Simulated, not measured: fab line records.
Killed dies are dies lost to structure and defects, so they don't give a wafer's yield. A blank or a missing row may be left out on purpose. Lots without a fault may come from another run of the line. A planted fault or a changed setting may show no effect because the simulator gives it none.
fab line records	flow n5Finfet
record lots=4	wafers=12	lastDay=18
route steps=1938 shown BEOL_M4@1059
lots that met no fault: taken from a fault-free run of the same line
startH: hours from the record's first day to the start of the lot's first wafer shown	waitH: hours elapsed since this lot's preceding step	" the same as in the row above	L1.1+2: a row that stands for several wafers	- value missing, or start not given	* or withheld: withheld	< > ~ a bound
route shown NAME@n: NAME is a module with steps in the file, n the number in the route of the first one	usual: mean/standard deviation of fault-free wafers	same: alike in all rows	chamber/n: place in a boat	sites: readings site by site	_std_site: standard deviation across them	_edge_site: mean of outer sites minus mean of inner sites	radiusMm: for every site, how far away it sits from the centre of the wafer	mask NAME#n: copy n	behind: the tool/chamber that last shaped the wafer	hold: why the lot was held/for how many hours/how that ended	device: the n, p or np transistor that did not switch	end of line: at the end of the route, the tests of the same wafers	a step with no rows: only its recipe	killed: the dies lost at the first sort to structure and to defects; this is not the yield of the wafer	map: shows each die of a wafer: x if killed, . if not, _ if none is there
set.NAME: the run value of the setting; set.NAME@STEP: its run value at that earlier step	model.NAME: the simulator's own value behind a step, which no gauge read
lots at some steps of the route; a table a step, a row a wafer
services: a tool's chamber out of use, with start hour (startH, from the record's first day; less than 0 if before it), hours out, and reason
## steps
# step N5_BEOL_M4_DESCUM_33
# recipe chemistry=O2	timeS=7	sourcePowerW=50	biasPowerW=20	pressureMtorr=20	rfFrequencyHz=2.712e+07	tempC=40	resist=CAR-EUV	o2FlowSccm=225
# step N5_BEOL_M4_ETCH_77
# recipe chemistry=N2/H2	target=underlayer	targetDepthA=65	maskMaterial=CAR-EUV	timeS=5.2	ionEnergyEv=200	pressureMtorr=30	sourceW=840	biasW=150	n2FlowSccm=200	h2FlowSccm=200	ends=cleared
# step N5_BEOL_M4_ETCH_69
# recipe chemistry=CF4	target=SiARC	targetDepthA=156	maskMaterial=CAR-EUV	timeS=26	ionEnergyEv=80	pressureMtorr=40	sourceW=545	biasW=36	Ar_flow_sccm=100	cf4FlowSccm=100	ends=cleared
# step N5_BEOL_M4_ALD_98
# recipe material=SiO2	targetThkA=25	tempC=100	aldPrecursorFamily=BDEAS	aldCoReactant=O2-plasma	pulseTimeS=1	coReactantPulseTimeS=1	purgeTimeS=2	coReactantPurgeTimeS=2	aldCycles=17	pressureTorr=2
# step N5_BEOL_M4_ETCHBACK_99
# recipe chemistry=CHF3	target=SiO2	targetDepthA=50	timeS=10.4	sourceW=215	biasW=47	Ar_flow_sccm=200	CHF3_flow_sccm=12	ionEnergyEv=100	pressureMtorr=30
# step N5_BEOL_M4_ETCH_70
# recipe chemistry=N2/H2	target=SOC	targetDepthA=800	overetchA=240	maskMaterial=SiARC	tempC=40	timeS=130	ionEnergyEv=200	pressureMtorr=30	sourceW=840	biasW=150	n2FlowSccm=200	h2FlowSccm=200
# step N5_BEOL_M4_STRIP_71
# recipe chemistry=N2/H2	tempC=40	n2FlowSccm=200	h2FlowSccm=200	rfFrequencyHz=6e+07
# step N5_BEOL_M4_STRIP_78
# recipe chemistry=N2/H2	tempC=40	n2FlowSccm=200	h2FlowSccm=200	rfFrequencyHz=6e+07
# step N5_BEOL_M4_VIA_ETCH_34
# recipe chemistry=C4F6/O2	targetDepthA=694	maskMaterial=SOC	pressureMtorr=15	ionEnergyEv=250	taperDeg=4	timeS=65.9	sourceW=350	biasW=170	Ar_flow_sccm=300	C4F6_flow_sccm=10	O2_flow_sccm=10
# step N5_BEOL_M4_STRIP_83
# recipe chemistry=C4F6/O2	resist=SiARC	rfFrequencyHz=6e+07
# step N5_BEOL_M4_STRIP_36
# recipe chemistry=N2/H2	powerW=450	tempC=40	pressureMtorr=20	rfFrequencyHz=6e+07	overashFraction=0.3	biasPowerW=7	h2Frac=0.5	n2FlowSccm=200	h2FlowSccm=200
# step N5_BEOL_M4_TRENCH_ETCH_37
# recipe chemistry=C4F6/O2	targetDepthA=555.55	target=SiOC	timeS=29.2	ionEnergyEv=250	pressureMtorr=30	sourceW=355	biasW=185	Ar_flow_sccm=300	C4F6_flow_sccm=10	O2_flow_sccm=10
# usual biasW=185.0/0.53	drypumpMotorCurrentA=5.9/0.48	oes_f_703_au=0.79/0.085	oesProductAu=0.80/0.096	rfFwdPowerW=349.2/1.8	rfVppV=669/11	showerheadPlenumPTorr=2.84/0.11	throttleValvePct=20.8/0.33
lot.wafer	tool	chamber	startH	waitH	biasW	drypumpMotorCurrentA	oes_f_703_au	oesProductAu	rfFwdPowerW	rfHoursCounterH	rfVppV	showerheadPlenumPTorr	throttleValvePct	model.BEOL_M4.featureDepthNm	model.etch.depthNm
L747.2	rieDiel-03	0	234.79	-	184.9	5.6	0.67	0.66	347.4	248	665	2.70	20.9	53.8	53.79
L747.3	"	1	"	"	184.5	5.2	0.93	0.92	346.2	14	668	2.91	20.5	54.8	54.89
L747.6	"	3	"	"	185.4	6.5	0.71	0.69	349.6	-	663	2.91	20.8	53.6	53.57
L754.2	rieDiel-03	2	272.61	-	184.7	5.3	0.54	0.68	267.1	162	773	2.73	20.6	48.8	48.88
L754.3	"	1	"	"	185.1	5.2	0.65	0.84	261.9	26	771	2.90	20.5	48.6	48.59
L754.5	"	0	"	"	185.4	5.6	0.69	0.90	263.8	-	779	3.04	20.5	49.4	49.37
L760.1	rieDiel-01	0	308.84	-	184.3	6.5	0.69	0.67	349.9	240	650	2.93	21.3	53.8	53.9
L760.2	"	2	"	"	184.3	6.6	0.73	0.72	348.9	195	663	2.70	21.2	54.4	54.31
L760.6	"	0	"	"	185.8	6.5	0.69	0.68	348.7	-	651	2.93	21.3	53.8	53.7
L759.1	rieDiel-03	0	308.87	-	185.2	5.6	0.66	0.88	263.0	13	779	3.03	20.5	50	50.04
L759.4	"	0	"	"	184.9	5.6	0.66	0.88	263.1	-	779	3.03	20.6	50.2	50.23
L759.5	"	2	"	"	185.4	5.2	0.54	0.68	266.3	-	772	2.73	20.6	49	49.07
# step N5_BEOL_M4_ETCH_41
# recipe chemistry=CH3F/O2	target=SiCN	targetDepthA=299	taperDeg=2	timeS=52.5	ionEnergyEv=120	maskMaterial=TiN	pressureMtorr=30	sourceW=395	biasW=75	Ar_flow_sccm=150	CH3F_flow_sccm=30	O2_flow_sccm=20
# step N5_BEOL_M4_STRIP_97
# recipe chemistry=N2/H2	timeS=10	powerW=450	tempC=40	pressureMtorr=20	rfFrequencyHz=6e+07	biasPowerW=7	n2FlowSccm=200	h2FlowSccm=200
# step N5_BEOL_M4_OCD_MEAS_38
# usual trenchDepthNm=55.0/1.1
lot.wafer	tool	chamber	startH	waitH	trenchDepthNm
L747.2	ocd-02	-	234.94	-	54.0
L747.3	"	-	"	"	54.6
L747.6	"	-	"	"	53.3
L754.2	ocd-01	-	272.77	-	48.5
L754.3	"	-	"	"	48.3
L754.5	"	-	"	"	49.5
L760.1	ocd-01	-	308.99	-	53.8
L760.2	"	-	"	"	54.5
L760.6	"	-	"	"	53.6
L759.1	ocd-02	-	309.03	-	50.1
L759.4	"	-	"	"	50.5
L759.5	"	-	"	"	48.9
# step N5_BEOL_M4_HM_STRIP_39
# recipe chemistry=peroxideTinStrip	material=TiN	targetDepthA=250	tempC=50	timeS=158
# step N5_BEOL_M4_SRD_40
# recipe timeS=30	tempC=23	rinseLiquid=diw	dry=ipaMarangoni
# step N5_BEOL_M4_PRECLEAN_42
# recipe chemistry=residueRemover	timeS=60	tempC=40
# step N5_BEOL_M4_SRD_43
# recipe timeS=30	tempC=23	rinseLiquid=diw	dry=ipaMarangoni
# step N5_BEOL_M4_DEGAS_44
# recipe ambient=vacuum	tempC=250	timeS=60
# step N5_BEOL_M4_PRE_CLEAN_45
# recipe gas=H2/He	timeS=30	tempC=250
# step N5_BEOL_M4_ALD_84
# recipe material=TaN	targetThkA=*	tempC=275	aldPrecursorFamily=PDMAT	aldCoReactant=NH3	pressureTorr=3	carrierFlowSccm=1500	pulseTimeS=2	purgeTimeS=3	coReactantPurgeTimeS=2	coReactantPulseTimeS=3	aldCycles=30	precursorVesselTempC=75	precursorVesselPressureTorr=26.25	precursorVesselCarrierSccm=1000
# step N5_BEOL_M4_SURFACE_TREAT_85
# recipe gas=Ar	timeS=*	ionEnergyEv=*	ionCurrentMaCm2=0.5	pressureMtorr=*	arFlowSccm=30
# step N5_BEOL_M4_CVD_47
# recipe material=Co	targetThkA=30	tempC=withheld	precursor=CCTBA/H2	pressureTorr=30	timeS=223.8
# step N5_BEOL_M4_SPUTTER_48
# recipe material=Cu	targetThkA=45	tempC=-20	chamberPressurePa=0.07	powerW=withheld	timeS=8.29
# step N5_BEOL_M4_ANNEAL_49
# recipe tempC=400	timeS=240	ambient=vacuum
# step N5_BEOL_M4_SPUTTER_79
# recipe material=Cu	targetThkA=45	tempC=-20	chamberPressurePa=0.07	powerW=withheld	timeS=8.29
# step N5_BEOL_M4_ANNEAL_80
# recipe tempC=400	timeS=240	ambient=vacuum
# step N5_BEOL_M4_SPUTTER_81
# recipe material=Cu	targetThkA=45	tempC=-20	chamberPressurePa=0.07	powerW=withheld	timeS=8.29
# step N5_BEOL_M4_ANNEAL_82
# recipe tempC=400	timeS=240	ambient=vacuum
# step N5_BEOL_M4_SPUTTER_86
# recipe material=Cu	targetThkA=45	tempC=-20	chamberPressurePa=0.07	powerW=withheld	timeS=8.29
# step N5_BEOL_M4_ANNEAL_87
# recipe tempC=400	timeS=240	ambient=vacuum
# step N5_BEOL_M4_SPUTTER_88
# recipe material=Cu	targetThkA=45	tempC=-20	chamberPressurePa=0.07	powerW=withheld	timeS=8.29
# step N5_BEOL_M4_ANNEAL_89
# recipe tempC=400	timeS=240	ambient=vacuum
# step N5_BEOL_M4_SPUTTER_90
# recipe material=Cu	targetThkA=45	tempC=-20	chamberPressurePa=0.07	powerW=withheld	timeS=8.29
# step N5_BEOL_M4_ANNEAL_91
# recipe tempC=400	timeS=240	ambient=vacuum
# step N5_BEOL_M4_SPUTTER_92
# recipe material=Cu	targetThkA=45	tempC=-20	chamberPressurePa=0.07	powerW=withheld	timeS=8.29
# step N5_BEOL_M4_ANNEAL_93
# recipe tempC=400	timeS=240	ambient=vacuum
# step N5_BEOL_M4_SPUTTER_94
# recipe material=Cu	targetThkA=45	tempC=-20	chamberPressurePa=0.07	powerW=withheld	timeS=8.29
# step N5_BEOL_M4_ANNEAL_95
# recipe tempC=400	timeS=240	ambient=vacuum
# step N5_BEOL_M4_CMP_52
# recipe stopOn=SiOC	tOverpolishS=6.8	downForcePsi=1	platenRpm=50	clearingPlatenDownForcePsi=1.5	clearingPlatenRpm=50	postCmpClean=cuAlkaline	targetThkNm=40	clearingPlatenPadVelocityMS=0.99484	padVelocityMS=0.99484
# usual barrierFieldEndpointS=24.5/0.58	headPressurePsi=0.9999/0.0024	motorCurrentA=6.2/0.55	overpolishRunS=6.800/0.0089	timeToEndpointS=61.0/2.7
lot.wafer	tool	chamber	startH	waitH	barrierFieldEndpointS	headPressurePsi	motorCurrentA	overpolishRunS	timeToEndpointS	model.Cu_of_BEOL_M4_ECD_50.thkNm
L747.2	cmp-03	2	238.52	0.2	24.7	0.9984	5.6	6.814	63.1	36.8
L747.3	"	1	"	"	24.8	1.0006	5.8	6.805	60.3	39.8
L747.6	"	3	"	"	24.9	0.9962	5.6	6.803	61.0	36.4
L754.3	cmp-03	1	276.25	0.2	24.8	0.9980	6.0	6.815	62.2	32
L754.2	"	3	"	"	24.5	1.0035	5.6	6.789	61.3	32.6
L754.5	"	1	"	"	24.9	0.9994	5.5	6.797	59.8	34
L760.2	cmp-02	2	312.71	0.2	24.0	1.0045	6.2	6.801	58.5	39.8
L760.1	"	0	"	"	24.3	0.9968	5.6	6.809	61.5	40.2
L760.6	"	2	"	"	24.7	0.9990	6.6	6.788	61.0	38.4
L759.1	cmp-03	2	313.14	0.3	25.3	0.9951	5.4	6.795	63.5	33.4
L759.4	"	0	"	"	25.5	1.0005	5.5	6.788	66.2	37.2
L759.5	"	2	"	"	25.1	0.9979	5.7	6.796	66.2	34.8
# step N5_BEOL_M4_THK_MEAS_53
# recipe thkMeasGauge=xrf	reads=Cu_of_BEOL_M4_ECD_50
# usual M4_THK=39.4/1.5
lot.wafer	tool	chamber	startH	waitH	M4_THK[nm]
L747.2	filmMetro-01	-	238.82	-	36.9
L747.3	"	-	"	"	39.9
L747.6	"	-	"	"	36.6
L754.2	filmMetro-01	-	276.51	-	32.8
L754.3	"	-	"	"	32.2
L754.5	"	-	"	"	34.1
L760.1	filmMetro-01	-	312.97	-	40.4
L760.2	"	-	"	"	40.1
L760.6	"	-	"	"	38.8
L759.1	filmMetro-02	-	313.40	-	33.1
L759.4	"	-	"	"	37.1
L759.5	"	-	"	"	34.5
# step N5_BEOL_M4_RS_MEAS_58
# recipe thkMeasGauge=four-point-probe	reads=Co_of_BEOL_M4_CO_CAP_55+Cu_of_BEOL_M4_ECD_50+Co_of_BEOL_M4_CVD_47+TaN_of_BEOL_M4_ALD_84
# usual M4_RS=0.68/0.034
lot.wafer	tool	chamber	startH	waitH	M4_RS[ohm/sq]
L747.2	filmMetro-01	-	239.08	0.1	0.74
L747.3	"	-	"	"	0.67
L747.6	"	-	"	"	0.75
L754.2	filmMetro-01	-	276.77	0.1	0.87
L754.3	"	-	"	"	0.89
L754.5	"	-	"	"	0.83
L760.1	filmMetro-01	-	313.23	0.0	0.66
L760.2	"	-	"	"	0.67
L760.6	"	-	"	"	0.70
L759.1	filmMetro-01	-	313.66	0.0	0.84
L759.4	"	-	"	"	0.73
L759.5	"	-	"	"	0.80
# step N5_BEOL_M4_RC_MEAS_101
# usual DIBL_N=35.8/1.7	DIBL_P=35.3/2	IOFF_N=0.150/0.026	IOFF_P=0.194/0.029	ION_N=667/11	ION_P=456/7.1	SS_N=71.4/0.65	SS_P=73.1/0.64	VT_N=251/3	VT_P=-252/3.2
lot.wafer	tool	chamber	startH	waitH	DIBL_N[mV/V]	DIBL_P[mV/V]	IOFF_N[nA/um]	IOFF_P[nA/um]	ION_N[uA/um]	ION_P[uA/um]	SS_N[mV/dec]	SS_P[mV/dec]	VT_N[mV]	VT_P[mV]
L747.2	prober-02	0	239.28	0.2	33.8	36.5	0.127	0.164	667	454	71.2	73.3	253	-257
L747.3	"	0	"	"	35.6	37.6	0.156	0.179	669	458	71.8	73.0	251	-255
L747.6	"	0	"	"	33.1	35.3	0.128	0.163	663	457	71.4	72.1	252	-255
L754.2	prober-02	0	276.97	0.2	33.1	31.7	0.117	0.160	661	457	70.1	72.4	251	-254
L754.3	"	0	"	"	34.5	31.8	0.126	0.158	680	459	70.9	73.3	252	-255
L754.5	"	0	"	"	38.0	37.0	0.185	0.239	683	463	71.2	73.1	248	-248
L760.1	prober-01	0	313.28	0.0	35.2	33.2	0.137	0.175	641	444	71.9	72.7	252	-252
L760.2	"	0	"	"	34.7	33.3	0.125	0.173	661	454	71.2	72.7	252	-252
L760.6	"	0	"	"	37.3	36.8	0.166	0.228	649	450	71.8	73.7	248	-249
L759.1	prober-02	0	313.71	0.0	33.4	34.1	0.117	0.176	664	461	70.9	72.9	255	-251
L759.4	"	0	"	"	35.8	37.1	0.152	0.223	675	469	70.9	73.5	248	-249
L759.5	"	0	"	"	38.3	38.8	0.194	0.245	684	465	71.8	74.2	247	-246
## services
tool	chamber	startH	hours	kind
cmp-03	-	212.44	7.1	pm
cmp-02	-	220.30	7.3	pm
cmp-02	-	231.15	6.5	repair
rieDiel-01	0	236.26	2.0	repair
rieDiel-03	0	237.96	-	clean
rieDiel-03	0	237.96	-	consumableReplace:focusRing
rieDiel-03	0	237.96	-	consumableReplace:showerhead
rieDiel-03	0	237.96	22.2	scheduledDown
rieDiel-03	0	237.96	22.2	ventCycle
cmp-02	-	238.36	4.0	pm
cmp-02	-	242.36	-	consumableReplace:conditioner
cmp-02	-	242.36	-	consumableReplace:pad
rieDiel-01	1	242.72	9.3	repair
cmp-03	-	246.75	0.9	repair
rieDiel-03	1	252.93	10.3	repair
cmp-03	-	265.61	2.3	repair
cmp-03	-	273.08	2.2	repair
rieDiel-03	3	303.59	-	clean
rieDiel-03	3	303.59	-	consumableReplace:focusRing
rieDiel-03	3	303.59	24.1	scheduledDown
rieDiel-03	3	303.59	24.1	ventCycle
## key
firstSign step=N5_BEOL_M4_TRENCH_ETCH_37	reading=rfFwdPowerW	direction=down	sigmas=46	usual=*	struck=*
effect step=N5_BEOL_M4_TRENCH_ETCH_37	reading=rfVppV	direction=up	sigmas=10	usual=669	struck=775
effect step=N5_BEOL_M4_OCD_MEAS_38	reading=trenchDepthNm	direction=down	sigmas=5	usual=55.0	struck=49.3
effect step=N5_BEOL_M4_THK_MEAS_53	reading=M4_THK	direction=down	sigmas=3.5	usual=39.4	struck=34.0
effect step=N5_BEOL_M4_RS_MEAS_58	reading=M4_RS	direction=up	sigmas=4.2	usual=0.68	struck=0.83
modelEffect step=N5_BEOL_M4_TRENCH_ETCH_37	value=BEOL_M4.featureDepthNm	without=54.87	struck=49.33
modelEffect step=N5_BEOL_M4_CMP_52	value=Cu_of_BEOL_M4_ECD_50.thkNm	without=39.47	struck=34
metAt N5_BEOL_M4_TRENCH_ETCH_37
struckWafers L754.2,L754.3,L754.5,L759.1,L759.4,L759.5
onsetBetween 234.79 272.61
fault kind=processParameterDrift	tool=rieDiel-03	chamber=-	onsetH=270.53	steps=N5_BEOL_M4_TRENCH_ETCH_37	channel=sourceW	offset=-85.2	shape=step	endH=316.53	actsIn=theseRecipesOnly	stated=355
